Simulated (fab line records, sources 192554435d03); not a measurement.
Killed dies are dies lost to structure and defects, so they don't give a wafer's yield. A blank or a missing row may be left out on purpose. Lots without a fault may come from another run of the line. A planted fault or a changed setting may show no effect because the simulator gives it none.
Chamber matching | flow n5_finfet | N5_PASSIVATION_PECVD_00 on pecvd-01: 3 sister chambers
The step deposits SiO2 from SiH4/N2O, target thk 200 nm, time 11.2 s. 6 wafers are shown with their chamber, then 10 later ones without.

WAFERS WITH THEIR CHAMBER
wafer  | chamber | throttle_valve_pct (%) | showerhead_plenum_p_Torr (Torr)
L080.1 | 0       | 52.2                   | 8.02
L089.3 | 1       | 50.1                   | 8.23
L089.4 | 0       | 52.6                   | 8.04
L089.6 | 1       | 50.1                   | 8.24
L092.1 | 2       | 46.8                   | 8.13
L092.4 | 2       | 46.9                   | 8.10

WAFERS WITHOUT THEIR CHAMBER
wafer  | throttle_valve_pct (%) | showerhead_plenum_p_Torr (Torr)
L092.5 | 50.1                   | 8.24
L090.1 | 50.4                   | 8.23
L090.4 | 46.7                   | 8.10
L090.6 | 52.8                   | 8.05
L094.2 | 52.8                   | 8.06
L094.5 | 52.7                   | 8.06
L094.6 | 49.9                   | 8.25
L095.1 | 49.9                   | 8.26
L095.3 | 50.1                   | 8.22
L095.4 | 46.8                   | 8.12

WHICH CHAMBER EACH WENT THROUGH
wafer  | from the rows above | in truth
L092.5 | 1                   | 1
L090.1 | 1                   | 1
L090.4 | 2                   | 2
L090.6 | 0                   | 0
L094.2 | 0                   | 0
L094.5 | 0                   | 0
L094.6 | 1                   | 1
L095.1 | 1                   | 1
L095.3 | 1                   | 1
L095.4 | 2                   | 2
Placed correctly: 10 of 10. Can't be placed from these rows: 0. Placed wrongly: 0.
How it was worked out, from the rows above alone: a wafer's distance from a chamber is the root of the sum, over the readings, of the square of ((its reading less the chamber's mean) divided by the reading's scatter). The wafer belongs to the nearest chamber; if the next one is less than 2 further off, it can't be placed. A chamber's mean is the mean of its shown wafers. The scatter: the root of (the sum of the squares of (reading less its chamber's mean) over the shown wafers, divided by (wafers less chambers)).
